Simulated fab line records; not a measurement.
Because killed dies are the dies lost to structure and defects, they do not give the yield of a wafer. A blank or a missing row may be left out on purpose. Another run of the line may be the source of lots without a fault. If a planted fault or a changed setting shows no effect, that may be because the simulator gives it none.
fab line records | flow n5-finfet
record: lots: 6 | wafers: 18 | last-day: 19
route steps=1938 shown BEOL_M5@1188 BEOL_M6@1194
lots that met no fault: taken from a fault-free run of the same line
start-h: start of the lot's first displayed wafer, in hours after the record's first day | wait-h: hours from the lot's prior step to this one | " unchanged from the row above | L1.1+2: several wafers, shown together as one row | - value missing, or start not given | * or withheld: withheld | < > ~ a bound
route shown NAME@n: NAME is a module with steps in the file, n the number in the route of the first one | usual: mean/standard deviation taken from wafers without a fault | same: alike in all rows | chamber/n: place in a boat | sites: per-site readings | _std_site: standard deviation of those values | _edge_site: mean of outer sites minus mean of inner sites | radius-mm: how far each site lies from the wafer's centre | mask NAME#n: copy n | behind: the tool/chamber that last shaped the wafer | hold: reason for holding the lot/hours on hold/outcome of the hold | device: the transistor (n, p or np) that didn't switch | end of line: the same wafers' tests at the end of the route | for a step that has no rows: nothing shown but its recipe | killed: count of dies lost to structure and defects at first sort (not the wafer's yield) | map: a wafer's dies, marking killed ones x, the rest . and places with no die _
set.NAME: the run value of the setting; set.NAME@STEP: its run value at that earlier step | model.NAME: the simulator's own value behind a step, which no gauge read
lots at selected steps of the route; one table per step, one row per wafer
services: when a tool's chamber went out of use (start-h, in hours from the record's first day, below 0 if earlier), for how many hours, and the reason
== steps ==
step: N5_BEOL_M5_PRE_CLEAN_77
recipe: gas: NH3/H2 | time-s: 15 | temp-c: * | rf-power-w: 300
usual: heater-power-w: 71/12
lot.wafer | tool      | chamber | start-h | wait-h | heater-power-w
L972.2    | cvd-co-01 | 0       | 221.18  | 0.0    | 60
L972.4    | "         | 0       | "       | "      | 59
L972.5    | "         | 2       | "       | "      | 60
L974.2    | cvd-co-01 | 0       | 237.67  | 0.0    | 60
L974.3    | "         | 2       | "       | "      | 59
L974.6    | "         | 1       | "       | "      | 79
L984.2    | cvd-co-02 | 0       | 320.41  | 0.0    | 65
L984.3    | "         | 2       | "       | "      | 87
L984.4    | "         | 0       | "       | "      | 64
L988.1    | cvd-co-02 | 2       | 324.81  | 0.0    | 86
L988.2    | "         | 0       | "       | "      | 67
L988.6    | "         | 0       | "       | "      | 66
L989.3    | cvd-co-02 | 0       | 342.20  | 0.0    | 65
L989.4    | "         | 0       | "       | "      | 65
L989.5    | "         | 2       | "       | "      | 85
L994.1    | cvd-co-01 | 0       | 360.53  | 0.0    | 59
L994.3    | "         | 2       | "       | "      | 60
L994.6    | "         | 1       | "       | "      | 62
step: N5_BEOL_M5_CO_CAP_78
recipe: material: Co | target-thk-a: 20 | temp-c: 200 | precursor: CCTBA/H2 | pressure-torr: 30 | time-s: 102.1
step: N5_BEOL_M5_PRE_CLEAN_55
recipe: gas: NH3 | time-s: 15 | temp-c: withheld | rf-power-w: 300
step: N5_BEOL_M5_DEP_56
recipe: material: SiCN | target-thk-a: 80 | temp-c: withheld | precursor: 3MS/NH3 | pressure-torr: 3 | rf-w: 202 | time-s: 14
step: N5_BEOL_M5_RS_MEAS_57
recipe: thk-meas-gauge: four-point-probe | reads: Co_of_BEOL_M5_CO_CAP_78+Cu_of_BEOL_M5_ECD_50+Co_of_BEOL_M5_CVD_47+TaN_of_BEOL_M5_ALD_86
usual: M5_RS: 0.387/0.013
lot.wafer | tool          | chamber | start-h | wait-h | M5_RS[ohm/sq]
L972.2    | film-metro-01 | -       | 221.41  | 0.1    | 0.405
L972.4    | "             | -       | "       | "      | 0.367
L972.5    | "             | -       | "       | "      | 0.403
L974.2    | film-metro-02 | -       | 238.02  | 0.1    | 0.391
L974.3    | "             | -       | "       | "      | 0.379
L974.6    | "             | -       | "       | "      | 0.402
L984.2    | film-metro-01 | -       | 320.63  | 0.1    | 0.389
L984.3    | "             | -       | "       | "      | 0.394
L984.4    | "             | -       | "       | "      | 0.391
L988.1    | film-metro-01 | -       | 325.03  | 0.0    | 0.392
L988.2    | "             | -       | "       | "      | 0.377
L988.6    | "             | -       | "       | "      | 0.384
L989.3    | film-metro-02 | -       | 342.43  | 0.1    | 0.395
L989.4    | "             | -       | "       | "      | 0.386
L989.5    | "             | -       | "       | "      | 0.372
L994.1    | film-metro-01 | -       | 360.78  | 0.1    | 0.378
L994.3    | "             | -       | "       | "      | 0.378
L994.6    | "             | -       | "       | "      | 0.371
step: N5_BEOL_M5_INSPECT_58
recipe: inspect-instrument: darkfield | mode: post-dep
usual: raw-defect-count: 75/26
lot.wafer | tool              | chamber | start-h | wait-h | raw-defect-count
L972.2    | defect-inspect-01 | -       | 221.43  | 0.0    | 50
L972.4    | "                 | -       | "       | "      | 52
L972.5    | "                 | -       | "       | "      | 30
L974.2    | defect-inspect-02 | -       | 238.04  | 0.0    | 150
L974.3    | "                 | -       | "       | "      | 61
L974.6    | "                 | -       | "       | "      | 68
L984.2    | defect-inspect-02 | -       | 320.66  | 0.0    | 76
L984.3    | "                 | -       | "       | "      | 76
L984.4    | "                 | -       | "       | "      | 96
L988.1    | defect-inspect-02 | -       | 325.06  | 0.0    | 108
L988.2    | "                 | -       | "       | "      | 61
L988.6    | "                 | -       | "       | "      | 93
L989.3    | defect-inspect-01 | -       | 342.45  | 0.0    | 56
L989.4    | "                 | -       | "       | "      | 60
L989.5    | "                 | -       | "       | "      | 53
L994.1    | defect-inspect-01 | -       | 360.81  | 0.0    | 74
L994.3    | "                 | -       | "       | "      | 92
L994.6    | "                 | -       | "       | "      | 73
step: N5_BEOL_M6_ILD_DEP_00
recipe: material: SiCOH_lowk | target-thk-a: 1797.5 | temp-c: 300 | precursor: DEMS/porogen | pressure-torr: 5 | rf-w: 500 | time-s: 33.4
step: N5_BEOL_M6_CURE_74
recipe: temp-c: 385 | time-s: 240 | ambient: He/Ar | material: SiCOH_lowk
usual: lamp-power-pct: 52.31/0.058 | wafer_temp_C_max: 386.9/0.68
lot.wafer | tool       | chamber | start-h | wait-h | lamp-power-pct | wafer_temp_C_max
L972.2    | uv-cure-01 | 1       | 221.62  | 0.1    | 52.35          | 387.4
L972.4    | "          | 1       | "       | "      | 52.24          | 387.0
L972.5    | "          | 1       | "       | "      | 52.24          | 386.5
L974.2    | uv-cure-03 | 0       | 238.22  | 0.1    | 52.23          | 387.8
L974.3    | "          | 0       | "       | "      | 52.28          | 387.9
L974.6    | "          | 0       | "       | "      | 52.35          | 387.2
L984.2    | uv-cure-03 | 1       | 320.84  | 0.1    | 52.33          | 388.1
L984.3    | "          | 1       | "       | "      | 52.35          | 388.1
L984.4    | "          | 1       | "       | "      | 52.21          | 389.3
L988.1    | uv-cure-01 | 2       | 325.23  | 0.1    | 52.21          | 387.0
L988.2    | "          | 2       | "       | "      | 52.33          | 386.4
L988.6    | "          | 2       | "       | "      | 52.22          | 387.0
L989.3    | uv-cure-03 | 2       | 342.71  | 0.2    | 52.43          | 386.4
L989.4    | "          | 2       | "       | "      | 52.31          | 386.2
L989.5    | "          | 2       | "       | "      | 52.23          | 386.1
L994.1    | uv-cure-01 | 1       | 360.91  | 0.0    | 52.31          | 386.2
L994.3    | "          | 1       | "       | "      | 52.34          | 387.1
L994.6    | "          | 1       | "       | "      | 52.21          | 386.0
step: N5_BEOL_M6_THK_MEAS_01
recipe: reads: SiCOH_lowk_of_BEOL_M6_ILD_DEP_00
usual: M6_ILD_THK: 155.6/2
lot.wafer | tool          | chamber | start-h | wait-h | M6_ILD_THK[nm]
L972.2    | film-metro-02 | -       | 222.05  | 0.4    | 153.6
L972.4    | "             | -       | "       | "      | 157.7
L972.5    | "             | -       | "       | "      | 156.9
L974.2    | film-metro-01 | -       | 238.66  | 0.4    | 158.6
L974.3    | "             | -       | "       | "      | 152.5
L974.6    | "             | -       | "       | "      | 158.0
L984.2    | film-metro-01 | -       | 321.27  | 0.4    | 156.3
L984.3    | "             | -       | "       | "      | 156.9
L984.4    | "             | -       | "       | "      | 157.2
L988.1    | film-metro-01 | -       | 325.74  | 0.4    | 153.1
L988.2    | "             | -       | "       | "      | 153.4
L988.6    | "             | -       | "       | "      | 156.6
L989.3    | film-metro-01 | -       | 343.07  | 0.3    | 154.9
L989.4    | "             | -       | "       | "      | 158.5
L989.5    | "             | -       | "       | "      | 158.3
L994.1    | film-metro-01 | -       | 361.90  | 0.8    | 150.3
L994.3    | "             | -       | "       | "      | 153.2
L994.6    | "             | -       | "       | "      | 153.8
step: N5_BEOL_M6_PECVD_70
recipe: material: SiO2 | target-thk-a: 200 | temp-c: 400 | precursor: TEOS/O2 | pressure-torr: 5.5 | rf-w: 450 | teos-flow-sccm: 53.8 | gas: O2 | flow-sccm: 3000 | time-s: 22.7
usual: heater-power-w: 698/90 | showerhead-plenum-p-Torr: 8.82/0.076 | throttle-valve-pct: 22.2/1.4
lot.wafer | tool     | chamber | start-h | wait-h | heater-power-w | showerhead-plenum-p-Torr | throttle-valve-pct
L972.2    | pecvd-01 | 0       | 222.09  | 0.0    | 759            | 8.80                     | 21.5
L972.4    | "        | 0       | "       | "      | 755            | 8.80                     | 21.1
L972.5    | "        | 0       | "       | "      | 753            | 8.81                     | 21.4
L974.2    | pecvd-03 | 2       | 238.71  | 0.1    | 625            | 8.83                     | 20.2
L974.3    | "        | 2       | "       | "      | 603            | 8.84                     | 20.4
L974.6    | "        | 2       | "       | "      | 630            | 8.84                     | 20.3
L984.2    | pecvd-01 | 0       | 321.31  | 0.0    | 772            | 8.80                     | 21.6
L984.3    | "        | 1       | "       | "      | 613            | 9.00                     | 24.9
L984.4    | "        | 0       | "       | "      | 760            | 8.82                     | 21.2
L988.1    | pecvd-02 | 1       | 325.78  | 0.0    | 743            | 8.70                     | 21.2
L988.2    | "        | 2       | "       | "      | 730            | 8.83                     | 23.0
L988.6    | "        | 1       | "       | "      | 756            | 8.71                     | 21.0
L989.3    | pecvd-03 | 2       | 343.10  | 0.0    | 629            | 8.85                     | 20.4
L989.4    | "        | 1       | "       | "      | 547            | 8.74                     | 23.2
L989.5    | "        | 0       | "       | "      | 886            | 8.78                     | 22.7
L994.1    | pecvd-01 | 2       | 361.94  | 0.0    | 718            | 8.86                     | 20.5
L994.3    | "        | 1       | "       | "      | 659            | 8.98                     | 24.7
L994.6    | "        | 1       | "       | "      | 648            | 8.98                     | 24.9
step: N5_BEOL_M6_HM_DEP_02
recipe: material: TiN | target-thk-a: 200 | temp-c: 25 | chamber-pressure-pa: 0.49996
usual: throttle-valve-pct: 29.8/1.1
lot.wafer | tool           | chamber | start-h | wait-h | throttle-valve-pct
L972.2    | pvd-sputter-01 | -       | 223.42  | 1.3    | 30.1
L972.4    | "              | -       | "       | "      | 27.5
L972.5    | "              | -       | "       | "      | 29.7
L974.2    | pvd-sputter-03 | -       | 239.27  | 0.5    | 30.7
L974.3    | "              | -       | "       | "      | 30.6
L974.6    | "              | -       | "       | "      | 29.1
L984.2    | pvd-sputter-01 | -       | 322.13  | 0.8    | 27.6
L984.3    | "              | -       | "       | "      | 31.3
L984.4    | "              | -       | "       | "      | 29.5
L988.1    | pvd-sputter-01 | -       | 326.86  | 1.1    | 29.9
L988.2    | "              | -       | "       | "      | 31.1
L988.6    | "              | -       | "       | "      | 29.5
L989.3    | pvd-sputter-02 | -       | 343.53  | 0.4    | 29.9
L989.4    | "              | -       | "       | "      | 30.0
L989.5    | "              | -       | "       | "      | 30.1
L994.1    | pvd-sputter-01 | -       | 362.54  | 0.6    | 29.6
L994.3    | "              | -       | "       | "      | 31.0
L994.6    | "              | -       | "       | "      | 30.9
step: N5_BEOL_M6_COAT_59
recipe: resist: SOC | temp-c: 250 | time-s: 60 | spin-rpm: 1500 | resist-thk-nm: 100
step: N5_BEOL_M6_COAT_60
recipe: resist: SiARC | temp-c: 220 | time-s: 60 | spin-rpm: 1500 | resist-thk-nm: 35
usual: exhaust-pa: 44.9/0.85 | spin-speed-rpm: 1500.1/1.2
lot.wafer | tool           | chamber | start-h | wait-h | exhaust-pa | spin-speed-rpm | model.SiARC_of_BEOL_M6_COAT_60.thk-nm
L972.2    | litho-track-03 | 0       | 223.55  | -      | 44.1       | 1500.9         | 35
L972.4    | "              | 0       | "       | "      | 44.4       | 1498.9         | 34.8
L972.5    | "              | 0       | "       | "      | 43.5       | 1501.7         | 34.8
L974.2    | litho-track-02 | 0       | 239.40  | -      | 46.4       | 1501.8         | 35
L974.3    | "              | 0       | "       | "      | 44.1       | 1500.5         | 34.8
L974.6    | "              | 0       | "       | "      | 45.2       | 1498.6         | 35
L984.2    | litho-track-03 | 0       | 322.26  | -      | 44.0       | 1547.7         | 34.4
L984.3    | "              | 0       | "       | "      | 46.1       | 1547.2         | 34.4
L984.4    | "              | 0       | "       | "      | 44.0       | 1546.4         | 34.4
L988.1    | litho-track-03 | 0       | 326.99  | -      | 45.0       | 1548.4         | 34.4
L988.2    | "              | 0       | "       | "      | 45.2       | 1548.6         | 34.4
L988.6    | "              | 0       | "       | "      | 43.3       | 1549.1         | 34.4
L989.3    | litho-track-02 | 0       | 343.66  | -      | 44.7       | 1498.4         | 34.8
L989.4    | "              | 0       | "       | "      | 45.0       | 1499.6         | 34.8
L989.5    | "              | 0       | "       | "      | 44.5       | 1498.7         | 34.8
L994.1    | litho-track-04 | 0       | 362.67  | -      | 45.7       | 1499.0         | 35
L994.3    | "              | 0       | "       | "      | 45.6       | 1500.8         | 35.2
L994.6    | "              | 0       | "       | "      | 44.4       | 1499.8         | 35
step: N5_BEOL_M6_COAT_05
recipe: resist: CAR-ArF | spin-rpm: 1500 | resist-thk-nm: 90
step: N5_BEOL_M6_EBR_07
recipe: solvent: PGMEA | ebr-width-mm: 1.5
step: N5_BEOL_M6_SOFTBAKE_06
recipe: temp-c: 110 | time-s: 60 | resist: CAR-ArF
step: N5_BEOL_M6_EXPOSE_08
recipe: mask-id: M6 | na: 1.35 | source-shape: dipole | sigma-inner: 0.817 | sigma-outer: 0.97 | polarization: te | dose-mj: 68.25
step: N5_BEOL_M6_PEB_09
recipe: peb-temp-c: withheld | peb-time-s: 60 | resist: CAR-ArF
step: N5_BEOL_M6_DEVELOP_10
recipe: develop-time-s: 30 | developer: TMAH | resist: CAR-ArF | rinse-liquid: diw | dry: air-spin | dev-temp-c: 23
step: N5_BEOL_M6_CD_MEAS_11
recipe: target-cd-nm: 38.5 | landing-energy-ev: 500 | detector: se-inlens | polarity: opening
usual: cd-nm: 38.4/0.5
lot.wafer | tool      | chamber | start-h | wait-h | cd-nm
L972.2    | cd-sem-01 | 0       | 223.80  | -      | 38.3
L972.4    | "         | 0       | "       | "      | 38.8
L972.5    | "         | 0       | "       | "      | 38.9
L974.2    | cd-sem-02 | 0       | 239.64  | -      | 38.6
L974.3    | "         | 0       | "       | "      | 38.2
L974.6    | "         | 0       | "       | "      | 37.8
L984.2    | cd-sem-03 | 0       | 322.63  | -      | 39.7
L984.3    | "         | 0       | "       | "      | 38.5
L984.4    | "         | 0       | "       | "      | 39.7
L988.1    | cd-sem-02 | 0       | 327.23  | -      | 38.3
L988.2    | "         | 0       | "       | "      | 38.4
L988.6    | "         | 0       | "       | "      | 38.2
L989.3    | cd-sem-02 | 0       | 344.03  | -      | 38.4
L989.4    | "         | 0       | "       | "      | 38.2
L989.5    | "         | 0       | "       | "      | 37.9
L994.1    | cd-sem-03 | 0       | 363.04  | -      | 38.5
L994.3    | "         | 0       | "       | "      | 38.2
L994.6    | "         | 0       | "       | "      | 38.3
step: N5_BEOL_M6_OVL_MEAS_12
recipe: points-per-wafer: 44
usual: M6_OVL: -0.1/0.85
lot.wafer | tool       | chamber | start-h | wait-h | M6_OVL[nm]
L972.2    | overlay-02 | 0       | 223.82  | 0.0    | -0.7
L972.4    | "          | 0       | "       | "      | 0.0
L972.5    | "          | 0       | "       | "      | -0.5
L974.2    | overlay-02 | 0       | 239.68  | 0.0    | 0.0
L974.3    | "          | 0       | "       | "      | 1.8
L974.6    | "          | 0       | "       | "      | 0.0
L984.2    | overlay-02 | 0       | 322.66  | 0.0    | 1.1
L984.3    | "          | 0       | "       | "      | 1.5
L984.4    | "          | 0       | "       | "      | 0.2
L988.1    | overlay-02 | 0       | 327.26  | 0.0    | 0.1
L988.2    | "          | 0       | "       | "      | 0.6
L988.6    | "          | 0       | "       | "      | 0.0
L989.3    | overlay-02 | 0       | 344.06  | 0.0    | -1.8
L989.4    | "          | 0       | "       | "      | -1.8
L989.5    | "          | 0       | "       | "      | -2.0
L994.1    | overlay-02 | 0       | 363.07  | 0.0    | 0.2
L994.3    | "          | 0       | "       | "      | 1.3
L994.6    | "          | 0       | "       | "      | 0.3
step: N5_BEOL_M6_INSPECT_13
recipe: mode: adi | inspect-instrument: brightfield
usual: raw-defect-count: 428/97
lot.wafer | tool              | chamber | start-h | wait-h | raw-defect-count
L972.2    | defect-inspect-01 | -       | 223.85  | 0.0    | 370
L972.4    | "                 | -       | "       | "      | 388
L972.5    | "                 | -       | "       | "      | 294
L974.2    | defect-inspect-02 | -       | 239.71  | 0.0    | 720
L974.3    | "                 | -       | "       | "      | 548
L974.6    | "                 | -       | "       | "      | 555
L984.2    | defect-inspect-02 | -       | 322.68  | 0.0    | 446
L984.3    | "                 | -       | "       | "      | 378
L984.4    | "                 | -       | "       | "      | 524
L988.1    | defect-inspect-01 | -       | 327.29  | 0.0    | 339
L988.2    | "                 | -       | "       | "      | 366
L988.6    | "                 | -       | "       | "      | 339
L989.3    | defect-inspect-02 | -       | 344.09  | 0.0    | 490
L989.4    | "                 | -       | "       | "      | 342
L989.5    | "                 | -       | "       | "      | 342
L994.1    | defect-inspect-01 | -       | 363.09  | 0.0    | 340
L994.3    | "                 | -       | "       | "      | 344
L994.6    | "                 | -       | "       | "      | 338
step: N5_BEOL_M6_DESCUM_16
recipe: chemistry: O2 | time-s: 7.9 | source-power-w: 50 | bias-power-w: 20 | pressure-mtorr: 20 | rf-frequency-hz: 2.712e+07 | temp-c: 40 | resist: CAR-ArF | o2-flow-sccm: 225
usual: drypump-motor-current-A: 5.9/0.5 | oes-product-au: 0.81/0.094 | rf-vpp-V: 243.1/1.5 | showerhead-plenum-p-Torr: 2.10/0.084 | throttle-valve-pct: 20.4/0.38
lot.wafer | tool        | chamber | start-h | wait-h | drypump-motor-current-A | oes-product-au | rf-hours-counter-h | rf-vpp-V | showerhead-plenum-p-Torr | throttle-valve-pct
L972.2    | rie-diel-01 | 1       | 224.05  | 0.2    | 5.8                     | 0.89           | 41                 | 241.5    | 2.04                     | 20.4
L972.4    | "           | 2       | "       | "      | 6.5                     | 0.75           | 165                | 241.4    | 2.02                     | 20.9
L972.5    | "           | 1       | "       | "      | 5.8                     | 0.88           | -                  | 242.2    | 2.04                     | 20.4
L974.2    | rie-diel-03 | 1       | 239.90  | 0.2    | 5.2                     | 0.91           | 17                 | 243.7    | 2.14                     | 20.1
L974.3    | "           | 3       | "       | "      | 6.5                     | 0.70           | 228                | 242.1    | 2.16                     | 20.5
L974.6    | "           | 1       | "       | "      | 5.2                     | 0.91           | -                  | 242.7    | 2.14                     | 20.0
L984.2    | rie-diel-04 | 1       | 322.75  | 0.1    | 6.4                     | 0.84           | 64                 | 244.2    | 2.12                     | 20.1
L984.3    | "           | 2       | "       | "      | 5.6                     | 0.68           | 240                | 241.5    | 2.00                     | 20.9
L984.4    | "           | 3       | "       | "      | 5.2                     | 0.88           | 28                 | 244.8    | 2.23                     | 20.0
L988.1    | rie-diel-04 | 1       | 327.35  | 0.1    | 6.4                     | 0.83           | 66                 | 242.7    | 2.12                     | 20.2
L988.2    | "           | 2       | "       | "      | 5.6                     | 0.67           | 242                | 240.9    | 1.99                     | 20.9
L988.6    | "           | 3       | "       | "      | 5.2                     | 0.88           | -                  | 243.8    | 2.23                     | 20.0
L989.3    | rie-diel-04 | 3       | 344.12  | 0.0    | 5.2                     | 0.87           | 36                 | 243.2    | 2.22                     | 20.0
L989.4    | "           | 1       | "       | "      | 6.4                     | 0.83           | 72                 | 244.0    | 2.12                     | 20.2
L989.5    | "           | 3       | "       | "      | 5.2                     | 0.88           | -                  | 246.1    | 2.22                     | 20.0
L994.1    | rie-diel-04 | 3       | 363.13  | 0.0    | 5.2                     | 0.86           | 43                 | 245.0    | 2.22                     | 20.0
L994.3    | "           | 3       | "       | "      | 5.2                     | 0.85           | -                  | 244.1    | 2.22                     | 20.0
L994.6    | "           | 1       | "       | "      | 6.4                     | 0.81           | -                  | 243.8    | 2.12                     | 20.2
step: N5_BEOL_M6_ETCH_61
recipe: chemistry: CF4 | target: SiARC | target-depth-a: 455 | mask-material: CAR-ArF | time-s: 75.8 | ion-energy-ev: 80 | pressure-mtorr: 40 | source-w: 545 | bias-w: 36 | Ar_flow_sccm: 100 | cf4-flow-sccm: 100 | ends: cleared
usual: drypump-motor-current-A: 5.9/0.5 | etch-rf-on-time-s: 76.6/1.2 | oes-product-au: 0.69/0.078 | rf-vpp-V: 184.0/1.3 | showerhead-plenum-p-Torr: 2.14/0.082 | throttle-valve-pct: 15.5/0.37
lot.wafer | tool        | chamber | start-h | wait-h | drypump-motor-current-A | etch-rf-on-time-s | oes-product-au | rf-hours-counter-h | rf-vpp-V | showerhead-plenum-p-Torr | throttle-valve-pct | model.etch.depth-nm
L972.2    | rie-diel-01 | 1       | 224.08  | 0.0    | 5.8                     | 74.0              | 0.75           | 41                 | 182.4    | 2.09                     | 15.6               | 34.96
L972.4    | "           | 2       | "       | "      | 6.6                     | 75.6              | 0.64           | 165                | 183.5    | 2.06                     | 16.0               | 34.89
L972.5    | "           | 1       | "       | "      | 5.8                     | 73.4              | 0.76           | -                  | 183.8    | 2.09                     | 15.6               | 34.83
L974.2    | rie-diel-03 | 1       | 239.93  | 0.0    | 5.2                     | 77.5              | 0.79           | 17                 | 186.0    | 2.18                     | 15.2               | 34.96
L974.3    | "           | 3       | "       | "      | 6.5                     | 77.7              | 0.60           | 228                | 182.4    | 2.20                     | 15.7               | 34.83
L974.6    | "           | 1       | "       | "      | 5.2                     | 77.7              | 0.78           | -                  | 183.4    | 2.18                     | 15.2               | 35
L984.2    | rie-diel-04 | 1       | 322.79  | 0.0    | 6.4                     | 76.8              | 0.70           | 64                 | 183.9    | 2.16                     | 15.3               | 34.32
L984.3    | "           | 2       | "       | "      | 5.6                     | 75.4              | 0.57           | 240                | 183.8    | 2.04                     | 16.0               | 34.39
L984.4    | "           | 3       | "       | "      | 5.2                     | 76.1              | 0.75           | 28                 | 185.4    | 2.26                     | 15.1               | 34.41
L988.1    | rie-diel-04 | 1       | 327.38  | 0.0    | 6.4                     | 76.0              | 0.70           | 66                 | 185.6    | 2.16                     | 15.3               | 34.38
L988.2    | "           | 2       | "       | "      | 5.6                     | 76.0              | 0.57           | 242                | 182.4    | 2.04                     | 16.0               | 34.41
L988.6    | "           | 3       | "       | "      | 5.2                     | 75.5              | 0.74           | -                  | 185.8    | 2.26                     | 15.1               | 34.43
L989.3    | rie-diel-04 | 3       | 344.15  | 0.0    | 5.2                     | 76.3              | 0.74           | 36                 | 185.2    | 2.26                     | 15.1               | 34.89
L989.4    | "           | 1       | "       | "      | 6.4                     | 78.6              | 0.69           | 72                 | 184.7    | 2.16                     | 15.3               | 34.9
L989.5    | "           | 3       | "       | "      | 5.2                     | 76.5              | 0.75           | -                  | 184.9    | 2.26                     | 15.1               | 34.88
L994.1    | rie-diel-04 | 3       | 363.18  | 0.0    | 5.2                     | 76.9              | 0.73           | 43                 | 187.0    | 2.26                     | 15.1               | 35.05
L994.3    | "           | 3       | "       | "      | 5.1                     | 76.2              | 0.73           | -                  | 186.4    | 2.26                     | 15.1               | 35.11
L994.6    | "           | 1       | "       | "      | 6.4                     | 78.2              | 0.68           | -                  | 184.8    | 2.16                     | 15.3               | 35.03
step: N5_BEOL_M6_ETCH_62
recipe: chemistry: N2/H2 | target: SOC | target-depth-a: 1100 | overetch-a: 220 | mask-material: SiARC | temp-c: 40 | time-s: 165 | ion-energy-ev: 200 | pressure-mtorr: 30 | source-w: 840 | bias-w: 150 | n2-flow-sccm: 200 | h2-flow-sccm: 200
usual: drypump-motor-current-A: 5.9/0.5 | h2-flow-sccm: 200.0/0.54 | n2-flow-sccm: 200.0/0.58 | oes-product-au: 0.69/0.075 | rf-vpp-V: 523.8/3 | showerhead-plenum-p-Torr: 2.54/0.11 | throttle-valve-pct: 17.8/0.4
lot.wafer | tool        | chamber | start-h | wait-h | drypump-motor-current-A | h2-flow-sccm | n2-flow-sccm | oes-product-au | rf-hours-counter-h | rf-vpp-V | showerhead-plenum-p-Torr | throttle-valve-pct | model.SiARC_of_BEOL_M6_COAT_60.thk-nm
L972.2    | rie-diel-01 | 1       | 224.14  | 0.0    | 5.7                     | 199.8        | 199.7        | 0.74           | 41                 | 521.6    | 2.48                     | 17.8               | 28.2
L972.4    | "           | 2       | "       | "      | 6.6                     | 199.0        | 199.4        | 0.63           | 165                | 521.4    | 2.43                     | 18.3               | 28.2
L972.5    | "           | 1       | "       | "      | 5.7                     | 199.7        | 200.5        | 0.74           | -                  | 522.5    | 2.48                     | 17.8               | 28
L974.2    | rie-diel-03 | 1       | 239.99  | 0.0    | 5.3                     | 199.5        | 199.3        | 0.78           | 17                 | 526.2    | 2.61                     | 17.5               | 28.4
L974.3    | "           | 3       | "       | "      | 6.5                     | 199.3        | 200.7        | 0.60           | 228                | 526.6    | 2.62                     | 18.0               | 28.4
L974.6    | "           | 1       | "       | "      | 5.2                     | 200.0        | 199.5        | 0.78           | -                  | 526.1    | 2.60                     | 17.4               | 28.4
L984.2    | rie-diel-04 | 1       | 322.84  | 0.0    | 6.4                     | 201.3        | 200.7        | 0.70           | 64                 | 524.4    | 2.59                     | 17.6               | 27.8
L984.3    | "           | 2       | "       | "      | 5.6                     | 201.0        | 200.1        | 0.58           | 240                | 519.3    | 2.40                     | 18.1               | 27.6
L984.4    | "           | 3       | "       | "      | 5.2                     | 199.7        | 200.6        | 0.75           | 28                 | 529.4    | 2.69                     | 17.3               | 27.4
L988.1    | rie-diel-04 | 1       | 327.44  | 0.0    | 6.4                     | 200.4        | 200.1        | 0.70           | 66                 | 525.2    | 2.59                     | 17.6               | 27.8
L988.2    | "           | 2       | "       | "      | 5.6                     | 200.5        | 200.0        | 0.58           | 242                | 519.8    | 2.40                     | 18.2               | 27.6
L988.6    | "           | 3       | "       | "      | 5.2                     | 200.3        | 200.0        | 0.74           | -                  | 527.3    | 2.69                     | 17.3               | 27.6
L989.3    | rie-diel-04 | 3       | 344.21  | 0.0    | 5.2                     | 200.1        | 200.1        | 0.74           | 36                 | 529.2    | 2.69                     | 17.3               | 28
L989.4    | "           | 1       | "       | "      | 6.4                     | 200.4        | 199.7        | 0.69           | 72                 | 524.1    | 2.58                     | 17.7               | 28.4
L989.5    | "           | 3       | "       | "      | 5.2                     | 199.9        | 199.2        | 0.73           | -                  | 528.2    | 2.69                     | 17.3               | 28
L994.1    | rie-diel-04 | 3       | 363.26  | 0.1    | 5.2                     | 198.9        | 200.3        | 0.73           | 44                 | 527.3    | 2.69                     | 17.3               | 28.4
L994.3    | "           | 3       | "       | "      | 5.2                     | 199.7        | 200.6        | 0.73           | -                  | 528.7    | 2.69                     | 17.3               | 28.4
L994.6    | "           | 1       | "       | "      | 6.4                     | 199.6        | 199.3        | 0.69           | -                  | 525.8    | 2.58                     | 17.7               | 28.6
step: N5_BEOL_M6_STRIP_68
recipe: chemistry: N2/H2 | temp-c: 40 | n2-flow-sccm: 200 | h2-flow-sccm: 200 | rf-frequency-hz: 6e+07
== services ==
tool           | chamber | start-h | hours | kind
uv-cure-03     | -       | 200.40  | 1.0   | pm
cvd-co-02      | -       | 217.85  | 0.5   | repair
pecvd-01       | -       | 227.82  | 5.1   | repair
pvd-sputter-02 | -       | 228.43  | 5.9   | repair
uv-cure-01     | -       | 228.81  | 1.4   | repair
pecvd-03       | -       | 229.72  | 4.3   | pm
rie-diel-01    | 0       | 236.26  | 2.0   | repair
pecvd-03       | 0       | 236.89  | 5.9   | repair
rie-diel-01    | 1       | 242.72  | 9.3   | repair
rie-diel-03    | 1       | 252.93  | 10.3  | repair
uv-cure-03     | -       | 259.69  | 0.6   | repair
uv-cure-03     | -       | 261.86  | 7.1   | pm
pecvd-01       | -       | 284.69  | 6.0   | pm
rie-diel-04    | 2       | 296.24  | 7.2   | repair
pecvd-03       | -       | 296.50  | 5.5   | pm
pecvd-02       | -       | 308.73  | 1.0   | repair
cvd-co-02      | -       | 311.30  | 0.4   | repair
uv-cure-03     | -       | 339.40  | 2.8   | pm
rie-diel-03    | 0       | 346.69  | 3.6   | repair
pecvd-03       | -       | 346.72  | 1.8   | repair
rie-diel-03    | 3       | 355.22  | 1.7   | repair
rie-diel-03    | 0       | 357.58  | 3.6   | repair
rie-diel-04    | 0       | 357.66  | 5.9   | repair
pecvd-02       | 1       | 357.81  | 13.2  | repair
== key ==
first-sign: step: N5_BEOL_M6_COAT_60 | reading: spin-speed-rpm | direction: up | sigmas: 39 | usual: * | struck: *
effect none on later readings
model-effect: step: N5_BEOL_M6_COAT_60 | value: SiARC_of_BEOL_M6_COAT_60.thk-nm | without: 34.97 | struck: 34.4
model-effect: step: N5_BEOL_M6_ETCH_61 | value: etch.depth-nm | without: 34.93 | struck: 34.39
model-effect: step: N5_BEOL_M6_ETCH_62 | value: SiARC_of_BEOL_M6_COAT_60.thk-nm | without: 28.17 | struck: 27.63
met-at N5_BEOL_M6_COAT_60
struck-wafers L984.2,L984.3,L984.4,L988.1,L988.2,L988.6
onset-between 223.55 322.26
fault: kind: process-parameter-drift | tool: litho-track-03 | chamber: - | onset-h: 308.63 | steps: N5_BEOL_M6_COAT_60 | channel: spin-rpm | offset: * | shape: step | end-h: 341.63 | acts-in: * | stated: *
